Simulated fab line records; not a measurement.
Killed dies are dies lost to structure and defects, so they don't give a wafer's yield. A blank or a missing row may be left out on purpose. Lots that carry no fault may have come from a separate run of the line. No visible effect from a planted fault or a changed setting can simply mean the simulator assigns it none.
fab line records	flow nand_harc
[record] lots = 24	wafers = 72	last_day = 24
route steps=1159 shown A_CHANNEL_HOLE_D1@487 A_CHANNEL_FILL_D1@509 A_STAIRCASE@530
lots untouched by any fault: they come from a run of this same line in which no faults occurred
start_h: start of the lot's first displayed wafer, in hours after the record's first day	wait_h: hours elapsed since this lot's preceding step	" as in the row above	L1.1+2: one row covering several wafers at once	- value missing, or start not given	* or withheld: withheld	< > ~ a bound
route shown NAME@n: names a module that has steps shown in the file, with the first one's number in the route	usual: mean/standard deviation taken from wafers without a fault	same: alike in all rows	chamber/n: place in a boat	sites: readings site by site	_std_site: standard deviation across them	_edge_site: mean of outer sites minus mean of inner sites	radius_mm: how far each site lies from the wafer's centre	mask NAME#n: copy n	behind: the last tool/chamber to shape the wafer	hold: cause of the lot's hold/its duration in hours/its outcome	device: which transistor (n, p or np) failed to switch	end of line: tests run on the same wafers once the route is complete	a step without rows: its recipe alone	killed: count of dies lost to structure and defects at first sort (not the wafer's yield)	map: shows each die of a wafer: x if killed, . if not, _ if none is there
set.NAME: the setting the step ran with; set.NAME@STEP: the setting that earlier step ran with	model.NAME: the simulator's own value behind a step, which no gauge read
a sample of lots followed through the steps of the route, with each step as a table and each wafer as a row
services: a tool's chamber out of use, with start hour (start_h, from the record's first day; less than 0 if before it), hours out, and reason
[[steps]]
[step NHARC_A_CHANNEL_HOLE_D1_CD_MEAS_30]
[usual] cd_nm = 90.3/1.2
lot.wafer	tool	chamber	start_h	wait_h	cd_nm
L074.1	cd_sem-02	-	175.58	-	90.6
L074.4	"	-	"	"	88.6
L074.5	"	-	"	"	90.9
L076.3	cd_sem-03	-	200.47	-	89.1
L076.4	"	-	"	"	89.5
L076.5	"	-	"	"	89.4
L075.2	cd_sem-03	-	200.59	-	90.2
L075.4	"	-	"	"	89.5
L075.6	"	-	"	"	89.6
L077.4	cd_sem-01	-	204.62	-	88.1
L077.5	"	-	"	"	88.4
L077.6	"	-	"	"	91.0
L078.1	cd_sem-02	-	204.74	-	92.1
L078.2	"	-	"	"	91.4
L078.6	"	-	"	"	90.2
L081.2	cd_sem-01	-	216.42	-	90.7
L081.3	"	-	"	"	90.9
L081.5	"	-	"	"	91.0
L080.1	cd_sem-02	-	217.07	-	90.7
L080.2	"	-	"	"	90.2
L080.6	"	-	"	"	89.6
L079.2	cd_sem-03	-	221.22	-	90.5
L079.4	"	-	"	"	90.6
L079.6	"	-	"	"	89.6
L082.1	cd_sem-02	-	223.93	-	90.4
L082.3	"	-	"	"	90.4
L082.6	"	-	"	"	91.0
L083.1	cd_sem-03	-	237.06	-	89.7
L083.3	"	-	"	"	91.0
L083.5	"	-	"	"	88.9
L086.2	cd_sem-03	-	255.04	-	91.9
L086.4	"	-	"	"	89.4
L086.5	"	-	"	"	91.4
L084.1	cd_sem-03	-	255.29	-	89.3
L084.2	"	-	"	"	89.8
L084.4	"	-	"	"	90.9
L087.4	cd_sem-02	-	259.18	-	89.7
L087.5	"	-	"	"	90.0
L087.6	"	-	"	"	88.8
L085.1	cd_sem-03	-	268.21	-	92.7
L085.3	"	-	"	"	91.9
L085.5	"	-	"	"	92.7
L089.1	cd_sem-01	-	269.20	-	88.7
L089.5	"	-	"	"	91.4
L089.6	"	-	"	"	89.1
L088.3	cd_sem-02	-	272.52	-	90.5
L088.4	"	-	"	"	90.7
L088.6	"	-	"	"	91.2
L091.3	cd_sem-01	-	276.69	-	90.0
L091.5	"	-	"	"	91.1
L091.6	"	-	"	"	91.7
L090.1	cd_sem-02	-	277.29	-	90.6
L090.2	"	-	"	"	89.0
L090.3	"	-	"	"	89.1
L093.2	cd_sem-01	-	287.22	-	89.4
L093.4	"	-	"	"	89.8
L093.6	"	-	"	"	91.9
L092.1	cd_sem-03	-	287.75	-	90.2
L092.3	"	-	"	"	90.8
L092.4	"	-	"	"	90.1
L094.1	cd_sem-01	-	295.22	-	92.3
L094.2	"	-	"	"	91.7
L094.5	"	-	"	"	91.8
L095.2	cd_sem-02	-	309.79	-	89.6
L095.4	"	-	"	"	89.0
L095.6	"	-	"	"	88.6
L096.1	cd_sem-02	-	310.33	-	92.0
L096.3	"	-	"	"	91.2
L096.5	"	-	"	"	92.1
L097.1	cd_sem-03	-	330.96	-	87.9
L097.2	"	-	"	"	89.0
L097.3	"	-	"	"	89.1
[step NHARC_A_CHANNEL_FILL_D1_STRIP_29]
[recipe] time_s = 20	o2_flow_sccm = 500	ar_flow_sccm = 0	bias_w = 0	chemistry = O2
[usual] drypump_motor_current_A = 5.6/0.38	oes_product_au = 1.000/0.0078	rf_vpp_V = 57.9/0.95	showerhead_plenum_p_Torr = 3.57/0.14	throttle_valve_pct = 17.035/0.0095
lot.wafer	tool	chamber	start_h	wait_h	drypump_motor_current_A	oes_product_au	rf_hours_counter_h	rf_vpp_V	showerhead_plenum_p_Torr	throttle_valve_pct
L074.1	rie_diel-04	0	-	-	6.3	1.002	2	56.4	3.53	17.041
L074.4	"	1	"	"	5.9	0.995	2	58.3	3.66	17.038
L074.5	"	3	"	"	5.3	1.000	-	57.1	3.54	17.031
L075.2	rie_diel-04	3	244.58	0.2	5.2	0.995	3	57.7	3.54	17.039
L075.4	"	3	"	"	5.3	0.994	-	57.7	3.54	17.021
L075.6	"	2	"	"	5.1	0.991	-	56.8	3.33	17.042
L077.4	rie_diel-03	1	-	-	5.2	0.989	1	57.9	3.37	17.044
L077.5	"	3	"	"	5.7	0.998	-	58.6	3.73	17.039
L077.6	"	0	"	"	5.6	1.002	-	56.8	3.58	17.045
L078.1	rie_diel-04	3	247.54	0.1	5.3	1.008	3	57.7	3.54	17.033
L078.2	"	0	"	"	6.3	1.004	3	57.1	3.53	17.033
L078.6	"	2	"	"	5.1	1.000	-	55.7	3.33	17.032
L076.4	rie_diel-03	2	-	-	5.7	0.998	1	56.7	3.72	17.027
L076.3	"	3	"	"	5.7	0.993	1	57.1	3.73	17.039
L076.5	"	2	"	"	5.7	0.999	-	58.3	3.72	17.053
L081.2	rie_diel-04	1	-	-	5.8	0.997	3	59.2	3.66	17.049
L081.3	"	0	"	"	6.3	0.994	3	58.2	3.53	17.041
L081.5	"	2	"	"	5.2	1.006	-	57.9	3.33	17.047
L080.2	rie_diel-03	3	-	-	5.8	0.997	1	58.4	3.73	17.025
L080.1	"	0	"	"	5.6	1.003	1	58.5	3.58	17.051
L080.6	"	3	"	"	5.8	1.009	-	58.4	3.73	17.051
L082.3	rie_diel-03	3	-	-	5.7	0.993	1	61.4	3.73	17.038
L082.1	"	0	"	"	5.6	0.996	1	57.5	3.58	17.051
L082.6	"	3	"	"	5.7	0.995	-	58.4	3.73	17.026
L079.2	rie_diel-04	0	-	-	6.4	0.987	3	58.1	3.53	17.018
L079.4	"	1	"	"	5.8	1.005	3	56.0	3.66	17.037
L079.6	"	1	"	"	5.8	1.005	-	56.9	3.66	17.054
L083.3	rie_diel-12	0	-	-	5.4	0.997	14	56.7	3.50	17.036
L083.1	"	1	"	"	6.2	0.998	15	58.1	3.65	17.041
L083.5	"	3	"	"	5.2	1.006	-	57.8	3.70	17.028
L086.4	rie_diel-03	2	-	-	5.7	1.009	3	57.9	3.72	17.034
L086.2	"	1	"	"	5.2	0.996	3	58.0	3.37	17.039
L086.5	"	3	"	"	5.7	0.995	-	58.6	3.73	17.010
L084.1	rie_diel-12	1	-	-	6.2	0.994	18	58.6	3.65	17.031
L084.2	"	3	"	"	5.2	1.006	18	58.3	3.69	17.050
L084.4	"	0	"	"	5.3	1.000	18	58.6	3.50	17.023
L087.4	rie_diel-03	3	-	-	5.8	1.007	3	57.5	3.73	17.045
L087.6	"	2	"	"	5.7	1.009	-	59.0	3.72	17.053
L087.5	"	3	"	"	5.8	0.997	-	59.4	3.73	17.025
L085.3	rie_diel-04	1	-	-	5.8	1.004	0	57.2	3.66	17.034
L085.1	"	3	"	"	5.3	1.008	0	57.8	3.54	17.036
L085.5	"	0	"	"	6.3	1.010	-	56.5	3.53	17.038
L089.1	rie_diel-03	2	-	-	5.6	1.003	3	58.3	3.72	17.042
L089.5	"	0	"	"	5.6	0.997	-	58.5	3.58	17.023
L089.6	"	1	"	"	5.2	0.988	-	58.3	3.37	17.045
L088.4	rie_diel-03	3	-	-	5.7	1.006	3	60.0	3.73	17.028
L088.3	"	0	"	"	5.6	1.014	3	56.5	3.58	17.035
L088.6	"	3	"	"	5.8	1.005	-	58.6	3.73	17.040
L091.3	rie_diel-04	2	-	-	5.1	1.004	0	58.9	3.33	17.038
L091.6	"	2	"	"	5.1	0.996	-	56.7	3.33	17.040
L091.5	"	3	"	"	5.3	1.008	-	57.3	3.54	17.038
L090.1	rie_diel-03	0	-	-	5.6	1.003	3	57.4	3.58	17.047
L090.3	"	1	"	"	5.2	0.988	3	57.7	3.37	17.031
L090.2	"	2	"	"	5.7	1.005	3	58.7	3.72	17.026
L092.4	rie_diel-03	2	-	-	5.6	1.013	4	57.9	3.72	17.039
L092.3	"	3	"	"	5.7	1.000	4	57.4	3.73	17.030
L092.1	"	0	"	"	5.7	1.009	3	58.5	3.58	17.029
L093.4	rie_diel-04	2	-	-	5.2	0.996	1	57.5	3.33	17.029
L093.2	"	3	"	"	5.3	1.017	1	57.3	3.53	17.020
L093.6	"	0	"	"	6.3	1.001	-	59.2	3.53	17.040
L094.1	rie_diel-04	3	337.05	0.2	5.3	1.001	1	57.3	3.53	17.016
L094.2	"	2	"	"	5.2	0.992	1	56.4	3.33	17.040
L094.5	"	3	"	"	5.3	1.007	-	58.4	3.53	17.037
L096.3	rie_diel-03	2	-	-	5.6	1.025	5	59.1	3.72	17.035
L096.1	"	3	"	"	5.7	1.006	5	59.1	3.73	17.028
L096.5	"	1	"	"	5.2	1.006	-	57.1	3.37	17.045
L095.4	rie_diel-04	3	-	-	5.3	0.997	2	58.3	3.53	17.023
L095.2	"	1	"	"	5.9	1.001	1	57.8	3.66	17.033
L095.6	"	3	"	"	5.3	1.010	-	56.5	3.53	17.026
L097.2	rie_diel-03	0	-	-	5.6	0.990	5	59.1	3.58	17.029
L097.1	"	2	"	"	5.6	1.016	6	58.8	3.71	17.015
L097.3	"	3	"	"	5.7	0.995	6	58.5	3.73	17.047
[step NHARC_A_STAIRCASE_DESCUM_168]
[recipe] time_s = 3	o2_flow_sccm = 200	ar_flow_sccm = 0	bias_power_w = 0	chemistry = O2
[usual] drypump_motor_current_A = 6.0/0.43	oes_product_au = 0.997/0.01	rf_vpp_V = 57.8/0.93	showerhead_plenum_p_Torr = 1.91/0.076	throttle_valve_pct = 11.311/0.0087
lot.wafer	tool	chamber	start_h	wait_h	drypump_motor_current_A	oes_product_au	rf_hours_counter_h	rf_vpp_V	showerhead_plenum_p_Torr	throttle_valve_pct
L074.4	rie_diel-08	3	233.74	-	6.3	1.007	40	57.9	1.88	11.314
L074.1	"	2	"	"	6.3	0.994	41	58.3	1.89	11.309
L074.5	"	3	"	"	6.3	1.000	-	56.7	1.88	11.318
L075.4	rie_diel-13	0	251.84	-	5.9	1.005	48	57.6	1.96	11.329
L075.2	"	2	"	"	6.3	0.991	51	58.0	1.83	11.300
L075.6	"	3	"	"	5.4	1.020	-	56.8	1.90	11.306
L077.4	rie_diel-13	2	254.59	-	6.3	0.990	52	58.3	1.83	11.311
L077.5	"	0	"	"	5.9	0.994	-	57.8	1.96	11.299
L077.6	"	1	"	"	5.7	0.989	-	59.8	2.06	11.311
L076.4	rie_diel-13	3	254.81	-	5.4	1.014	50	56.2	1.90	11.312
L076.3	"	2	"	"	6.3	1.002	52	55.5	1.83	11.325
L076.5	"	3	"	"	5.4	1.011	-	58.4	1.90	11.317
L078.2	rie_diel-08	1	254.94	-	6.4	0.993	47	56.4	1.82	11.314
L078.1	"	3	"	"	6.3	0.997	47	55.9	1.88	11.306
L078.6	"	1	"	"	6.4	0.987	-	57.4	1.82	11.297
L081.2	rie_diel-09	2	265.51	-	5.3	1.017	1	59.0	1.99	11.312
L081.3	"	3	"	"	5.3	0.988	1	57.7	1.97	11.315
L081.5	"	1	"	"	6.8	0.983	-	56.0	1.91	11.304
L080.2	rie_diel-08	2	265.66	-	6.3	0.994	52	58.1	1.89	11.309
L080.1	"	1	"	"	6.5	1.000	52	57.6	1.82	11.317
L080.6	"	2	"	"	6.3	0.989	-	56.5	1.89	11.316
L079.4	rie_diel-09	1	271.15	-	6.7	0.992	5	57.9	1.90	11.300
L079.2	"	2	"	"	5.3	1.015	5	58.7	1.99	11.307
L079.6	"	3	"	"	5.3	1.003	-	58.2	1.97	11.309
L082.3	rie_diel-08	2	271.30	-	6.3	0.988	55	59.5	1.89	11.307
L082.1	"	1	"	"	6.4	0.995	54	58.1	1.82	11.308
L082.6	"	2	"	"	6.3	0.993	-	57.2	1.89	11.300
L083.1	rie_diel-08	2	288.32	-	6.3	0.975	62	56.1	1.89	11.312
L083.3	"	3	"	"	6.4	0.998	64	57.8	1.87	11.318
L083.5	"	2	"	"	6.3	0.974	-	58.1	1.89	11.312
L086.2	rie_diel-13	0	304.92	-	5.9	0.980	6	57.4	1.96	11.303
L086.4	"	2	"	"	6.3	1.000	5	56.9	1.83	11.321
L086.5	"	1	"	"	5.7	0.991	-	58.3	2.05	11.323
L084.1	rie_diel-09	2	305.10	-	5.4	1.004	18	58.3	1.99	11.309
L084.2	"	1	"	"	6.8	0.995	19	56.7	1.90	11.324
L084.4	"	3	"	"	5.3	1.006	-	57.2	1.96	11.311
L087.4	rie_diel-13	3	308.77	-	5.4	1.006	7	56.2	1.90	11.334
L087.6	"	1	"	"	5.7	0.995	-	58.5	2.05	11.327
L087.5	"	2	"	"	6.3	0.988	-	58.4	1.83	11.315
L089.1	rie_diel-13	0	317.32	-	5.9	1.003	10	58.3	1.96	11.311
L089.5	"	1	"	"	5.7	0.989	-	58.9	2.05	11.305
L089.6	"	2	"	"	6.3	1.001	-	56.5	1.82	11.315
L085.1	rie_diel-09	1	317.45	-	6.8	0.999	23	57.3	1.90	11.312
L085.3	"	2	"	"	5.3	1.013	23	56.3	1.98	11.317
L085.5	"	0	"	"	5.7	0.987	-	58.1	1.79	11.314
L091.3	rie_diel-13	1	324.37	-	5.7	0.997	12	58.7	2.05	11.321
L091.6	"	1	"	"	5.7	1.003	-	59.0	2.05	11.311
L091.5	"	2	"	"	6.3	0.997	-	57.0	1.82	11.311
L088.3	rie_diel-13	1	324.60	-	5.7	1.002	12	56.2	2.05	11.298
L088.4	"	3	"	"	5.4	1.017	13	57.6	1.89	11.307
L088.6	"	0	"	"	5.9	1.006	-	58.4	1.96	11.309
L090.2	rie_diel-13	2	324.74	-	6.3	1.001	13	57.7	1.82	11.307
L090.1	"	3	"	"	5.4	1.009	13	56.1	1.90	11.315
L090.3	"	0	"	"	5.9	1.009	13	58.4	1.96	11.312
L092.4	rie_diel-08	3	337.04	-	6.3	0.993	11	57.5	1.87	11.326
L092.3	"	1	"	"	6.5	0.994	12	56.8	1.81	11.301
L092.1	"	2	"	"	6.2	1.003	12	56.9	1.88	11.293
L093.2	rie_diel-13	0	337.22	-	5.9	1.005	21	57.9	1.95	11.306
L093.4	"	3	"	"	5.4	1.019	20	58.6	1.89	11.325
L093.6	"	1	"	"	5.7	1.007	-	57.7	2.05	11.298
L094.1	rie_diel-09	1	344.25	-	6.7	0.983	35	56.9	1.89	11.323
L094.2	"	0	"	"	5.8	0.967	34	57.1	1.78	11.313
L094.5	"	2	"	"	5.3	1.003	-	57.3	1.98	11.323
L096.1	rie_diel-13	3	359.03	-	5.4	1.004	28	59.1	1.89	11.304
L096.3	"	0	"	"	5.9	0.996	29	58.6	1.95	11.311
L096.5	"	3	"	"	5.4	1.008	-	58.4	1.89	11.315
L095.2	rie_diel-08	2	361.76	-	6.3	0.990	21	57.4	1.88	11.297
L095.4	"	3	"	"	6.4	0.997	20	57.1	1.87	11.314
L095.6	"	1	"	"	6.5	1.001	-	58.6	1.81	11.296
L097.1	rie_diel-08	2	379.20	-	6.3	0.994	25	58.0	1.88	11.319
L097.2	"	3	"	"	6.4	1.004	25	58.6	1.86	11.304
L097.3	"	0	"	"	5.7	0.986	24	58.1	1.88	11.312
[step NHARC_A_STAIRCASE_STRIP_175]
[recipe] power_w = 1500	temp_c = 250	chemistry = O2
[usual] drypump_motor_current_A = 5.87/0.25	heater_power_w = 299/11
lot.wafer	tool	chamber	start_h	wait_h	drypump_motor_current_A	heater_power_w	rf_hours_counter_h
L074.1	plasma_asher-01	0	239.14	0.1	5.97	308	47
L074.4	"	1	"	"	5.54	294	-
L074.5	"	1	"	"	5.54	291	-
L075.2	plasma_asher-02	0	256.62	0.1	5.87	296	19
L075.4	"	1	"	"	6.25	281	-
L075.6	"	0	"	"	5.92	297	-
L076.3	plasma_asher-02	0	259.47	0.2	5.89	297	-
L076.4	"	1	"	"	6.25	283	-
L076.5	"	1	"	"	6.24	278	-
L077.4	plasma_asher-01	0	259.59	0.2	5.94	313	-
L077.6	"	1	"	"	5.53	304	-
L077.5	"	0	"	"	5.96	308	-
L078.2	plasma_asher-01	0	260.81	0.1	5.99	302	55
L078.1	"	1	"	"	5.53	293	55
L078.6	"	0	"	"	5.97	315	-
L081.2	plasma_asher-01	1	270.65	0.1	5.54	295	58
L081.3	"	1	"	"	5.55	297	-
L081.5	"	1	"	"	5.53	301	-
L080.1	plasma_asher-01	1	270.93	0.1	5.54	295	58
L080.2	"	0	"	"	5.97	308	58
L080.6	"	1	"	"	5.53	291	-
L082.1	plasma_asher-02	1	279.39	1.9	6.24	277	30
L082.3	"	1	"	"	6.25	276	-
L082.6	"	1	"	"	6.23	278	-
L079.2	plasma_asher-02	0	279.71	2.1	5.89	300	30
L079.4	"	0	"	"	5.90	299	-
L079.6	"	1	"	"	6.23	283	-
L083.1	plasma_asher-01	1	292.71	0.1	5.54	305	1
L083.3	"	1	"	"	5.53	306	-
L083.5	"	1	"	"	5.53	300	-
L086.2	plasma_asher-01	1	309.42	0.1	5.54	298	5
L086.4	"	1	"	"	5.54	301	-
L086.5	"	1	"	"	5.54	310	-
L084.1	plasma_asher-02	1	309.67	0.1	6.25	288	39
L084.2	"	0	"	"	5.88	298	39
L084.4	"	0	"	"	5.86	303	-
L087.4	plasma_asher-01	0	314.42	0.2	5.95	305	-
L087.6	"	1	"	"	5.54	305	-
L087.5	"	0	"	"	5.96	303	-
L089.1	plasma_asher-02	1	321.51	0.1	6.23	277	44
L089.5	"	1	"	"	6.23	270	-
L089.6	"	0	"	"	5.85	303	-
L085.1	plasma_asher-01	0	322.46	0.1	5.94	313	10
L085.3	"	1	"	"	5.54	305	-
L085.5	"	1	"	"	5.54	301	-
L091.3	plasma_asher-02	0	330.82	0.2	5.85	295	-
L091.6	"	0	"	"	5.83	300	-
L091.5	"	1	"	"	6.25	280	-
L088.3	plasma_asher-01	0	330.92	0.2	5.98	301	-
L088.4	"	1	"	"	5.54	312	-
L088.6	"	1	"	"	5.54	308	-
L090.1	plasma_asher-02	0	332.76	0.1	5.86	297	49
L090.2	"	1	"	"	6.24	274	49
L090.3	"	1	"	"	6.24	281	-
L093.2	plasma_asher-01	0	341.52	0.1	5.97	304	18
L093.4	"	0	"	"	5.94	308	-
L093.6	"	0	"	"	5.97	307	-
L092.1	plasma_asher-02	1	341.64	0.1	6.23	277	52
L092.4	"	0	"	"	5.88	297	-
L092.3	"	1	"	"	6.23	276	-
L094.2	plasma_asher-01	1	348.51	0.1	5.53	300	20
L094.1	"	0	"	"	5.95	309	20
L094.5	"	0	"	"	5.95	314	-
L096.1	plasma_asher-01	1	363.20	0.1	5.54	314	25
L096.3	"	1	"	"	5.55	308	-
L096.5	"	0	"	"	5.99	294	-
L095.2	plasma_asher-01	0	366.39	0.7	5.98	313	27
L095.4	"	1	"	"	5.53	312	-
L095.6	"	0	"	"	5.97	308	-
L097.1	plasma_asher-01	0	383.83	0.1	5.97	309	34
L097.2	"	1	"	"	5.55	298	34
L097.3	"	1	"	"	5.54	311	-
[step NHARC_A_STAIRCASE_ETCH_188]
[recipe] target_depth_a = 1000	time_s = 40.5	ion_energy_ev = 400	c4f8_flow_sccm = 20	o2_flow_sccm = 10	ar_flow_sccm = withheld	rf_w = 600	bias_w = 1000	chemistry = C4F8/O2
[usual] oes_product_au = 0.936/0.014	rf_vpp_V = 895/4.5
lot.wafer	tool	chamber	start_h	wait_h	oes_product_au	rf_hours_counter_h	rf_vpp_V
L074.1	rie_diel-13	2	-	-	0.942	49	891
L074.5	"	3	"	"	0.961	-	896
L074.4	"	2	"	"	0.941	-	892
L075.2	rie_diel-08	3	-	-	0.929	49	894
L075.4	"	0	"	"	0.932	50	894
L075.6	"	2	"	"	0.919	-	895
L076.3	rie_diel-08	0	-	-	0.932	52	895
L076.4	"	1	"	"	0.919	49	890
L076.5	"	2	"	"	0.915	-	894
L077.4	rie_diel-08	1	-	-	0.920	50	891
L077.5	"	3	"	"	0.929	-	895
L077.6	"	0	"	"	0.921	-	894
L078.2	rie_diel-08	1	-	-	0.920	51	890
L078.1	"	0	"	"	0.926	53	893
L078.6	"	1	"	"	0.915	-	890
L081.3	rie_diel-13	2	-	-	0.931	61	891
L081.2	"	3	"	"	0.937	59	894
L081.5	"	0	"	"	0.922	-	899
L080.2	rie_diel-08	2	-	-	0.939	55	894
L080.1	"	0	"	"	0.934	58	894
L080.6	"	2	"	"	0.948	-	894
L082.3	rie_diel-08	3	-	-	0.934	62	893
L082.1	"	1	"	"	0.940	59	888
L082.6	"	2	"	"	0.916	-	894
L079.4	rie_diel-08	1	-	-	0.920	60	889
L079.2	"	2	"	"	0.921	59	895
L079.6	"	2	"	"	0.913	-	894
L083.3	rie_diel-13	3	-	-	0.952	2	895
L083.1	"	2	"	"	0.947	2	891
L083.5	"	3	"	"	0.964	-	896
L086.2	rie_diel-13	0	-	-	0.915	8	899
L086.4	"	1	"	"	0.935	7	905
L086.5	"	1	"	"	0.923	-	906
L084.4	rie_diel-13	3	-	-	0.933	7	894
L084.2	"	0	"	"	0.929	8	899
L084.1	"	1	"	"	0.915	7	904
L087.4	rie_diel-09	1	-	-	0.930	23	894
L087.5	"	1	"	"	0.929	-	896
L087.6	"	2	"	"	0.947	-	902
L089.1	rie_diel-13	3	-	-	0.959	12	895
L089.5	"	1	"	"	0.940	-	904
L089.6	"	2	"	"	0.945	-	890
L085.1	rie_diel-13	2	-	-	0.938	12	889
L085.3	"	1	"	"	0.930	12	903
L085.5	"	2	"	"	0.934	-	890
L091.3	rie_diel-13	1	-	-	0.942	17	906
L091.6	"	3	"	"	0.934	-	895
L091.5	"	0	"	"	0.941	-	899
L088.4	rie_diel-08	2	-	-	0.941	10	894
L088.3	"	3	"	"	0.950	10	893
L088.6	"	0	"	"	0.920	-	895
L090.1	rie_diel-08	0	-	-	0.923	10	893
L090.3	"	1	"	"	0.928	11	889
L090.2	"	2	"	"	0.924	11	895
L093.2	rie_diel-13	2	-	-	0.955	22	891
L093.4	"	0	"	"	0.951	24	897
L093.6	"	1	"	"	0.960	-	906
L092.4	rie_diel-09	3	-	-	0.948	33	899
L092.3	"	0	"	"	0.945	33	888
L092.1	"	2	"	"	0.951	36	899
L094.1	rie_diel-13	0	-	-	0.966	27	898
L094.2	"	1	"	"	0.953	26	904
L094.5	"	3	"	"	0.949	-	895
L096.3	rie_diel-08	3	-	-	0.942	21	892
L096.1	"	0	"	"	0.942	19	894
L096.5	"	2	"	"	0.942	-	894
L095.4	rie_diel-08	2	-	-	0.948	22	894
L095.2	"	1	"	"	0.939	21	889
L095.6	"	3	"	"	0.952	-	893
L097.1	rie_diel-13	1	-	-	0.933	35	903
L097.3	"	3	"	"	0.952	33	896
L097.2	"	0	"	"	0.949	34	898
[step NHARC_A_STAIRCASE_ETCH_190]
[recipe] target_depth_a = 1000	time_s = 40.5	ion_energy_ev = 400	c4f8_flow_sccm = 20	o2_flow_sccm = 10	ar_flow_sccm = withheld	rf_w = 600	bias_w = 1000	chemistry = C4F8/O2
[usual] oes_product_au = 0.941/0.015	rf_vpp_V = 895/4.4
lot.wafer	tool	chamber	start_h	wait_h	oes_product_au	rf_hours_counter_h	rf_vpp_V
L074.1	rie_diel-13	0	-	-	0.942	46	900
L074.4	"	2	"	"	0.941	-	890
L074.5	"	3	"	"	0.961	-	895
L075.2	rie_diel-08	0	-	-	0.938	51	894
L075.4	"	2	"	"	0.938	49	894
L075.6	"	0	"	"	0.920	-	895
L076.4	rie_diel-08	2	-	-	0.930	50	896
L076.3	"	3	"	"	0.935	51	895
L076.5	"	0	"	"	0.932	-	894
L077.4	rie_diel-08	0	-	-	0.939	52	897
L077.6	"	2	"	"	0.921	-	895
L077.5	"	3	"	"	0.930	-	893
L078.2	rie_diel-08	3	-	-	0.933	52	895
L078.1	"	1	"	"	0.938	51	890
L078.6	"	0	"	"	0.927	-	897
L081.3	rie_diel-13	2	-	-	0.944	61	890
L081.2	"	3	"	"	0.944	59	895
L081.5	"	0	"	"	0.932	-	899
L080.1	rie_diel-09	3	273.07	-	0.998	4	899
L080.2	"	2	"	"	1.010	5	901
L080.6	"	3	"	"	0.998	-	900
L082.3	rie_diel-08	2	-	-	0.921	59	894
L082.1	"	0	"	"	0.948	62	893
L082.6	"	2	"	"	0.927	-	895
L079.2	rie_diel-08	3	-	-	0.931	62	894
L079.4	"	0	"	"	0.927	62	894
L079.6	"	2	"	"	0.919	-	895
L083.3	rie_diel-13	1	-	-	0.941	3	905
L083.1	"	2	"	"	0.953	2	891
L083.5	"	0	"	"	0.943	-	900
L086.2	rie_diel-13	3	-	-	0.938	7	894
L086.4	"	2	"	"	0.917	7	890
L086.5	"	3	"	"	0.934	-	895
L084.2	rie_diel-13	2	-	-	0.925	7	891
L084.1	"	0	"	"	0.936	8	898
L084.4	"	1	"	"	0.928	8	905
L087.4	rie_diel-09	1	-	-	0.943	23	895
L087.6	"	0	"	"	0.919	-	888
L087.5	"	1	"	"	0.931	-	894
L089.1	rie_diel-13	3	-	-	0.964	12	895
L089.6	"	0	"	"	0.951	-	899
L089.5	"	1	"	"	0.963	-	905
L085.3	rie_diel-13	3	-	-	0.946	13	895
L085.1	"	1	"	"	0.927	12	904
L085.5	"	3	"	"	0.943	-	895
L091.3	rie_diel-13	0	-	-	0.952	19	897
L091.5	"	3	"	"	0.945	-	895
L091.6	"	0	"	"	0.960	-	899
L088.3	rie_diel-08	3	-	-	0.944	10	893
L088.4	"	0	"	"	0.942	10	894
L088.6	"	3	"	"	0.956	-	894
L090.3	rie_diel-08	0	-	-	0.939	11	893
L090.2	"	1	"	"	0.930	11	889
L090.1	"	2	"	"	0.929	11	893
L093.4	rie_diel-13	3	-	-	0.950	23	894
L093.2	"	2	"	"	0.946	22	889
L093.6	"	3	"	"	0.945	-	895
L092.4	rie_diel-09	1	-	-	0.943	35	895
L092.1	"	2	"	"	0.956	36	900
L092.3	"	3	"	"	0.935	33	898
L094.2	rie_diel-13	2	-	-	0.955	25	890
L094.1	"	0	"	"	0.957	27	899
L094.5	"	1	"	"	0.954	-	903
L096.3	rie_diel-08	3	-	-	0.941	21	894
L096.1	"	0	"	"	0.934	19	894
L096.5	"	0	"	"	0.937	-	895
L095.4	rie_diel-08	1	-	-	0.944	21	890
L095.2	"	2	"	"	0.932	22	894
L095.6	"	1	"	"	0.941	-	889
L097.1	rie_diel-13	3	-	-	0.943	34	894
L097.2	"	1	"	"	0.959	37	904
L097.3	"	2	"	"	0.936	35	891
[[services]]
tool	chamber	start_h	hours	kind
rie_diel-03	-	215.30	9.0	pm
rie_diel-13	1	232.74	8.7	repair
plasma_asher-01	-	233.44	3.1	repair
rie_diel-04	3	236.02	1.7	repair
rie_diel-09	-	238.48	0.9	repair
rie_diel-04	1	239.57	16.0	repair
rie_diel-08	1	243.07	5.1	repair
rie_diel-03	0	248.75	3.0	repair
rie_diel-09	-	254.16	9.0	pm
rie_diel-13	0	261.74	9.7	repair
plasma_asher-01	-	262.62	1.5	repair
rie_diel-08	-	272.88	0.7	repair
rie_diel-08	0	275.11	3.0	repair
plasma_asher-01	-	276.00	9.0	pm
rie_diel-13	-	276.05	9.0	pm
rie_diel-09	3	280.83	3.4	repair
rie_diel-04	-	288.90	9.0	pm
rie_diel-13	-	296.68	1.2	repair
rie_diel-08	-	302.89	9.0	pm
rie_diel-09	0	305.02	1.4	repair
rie_diel-04	1	335.91	3.8	repair
rie_diel-04	1	340.69	4.1	repair
rie_diel-03	-	345.47	0.4	repair
rie_diel-04	1	385.83	11.1	repair
[[key]]
fault none
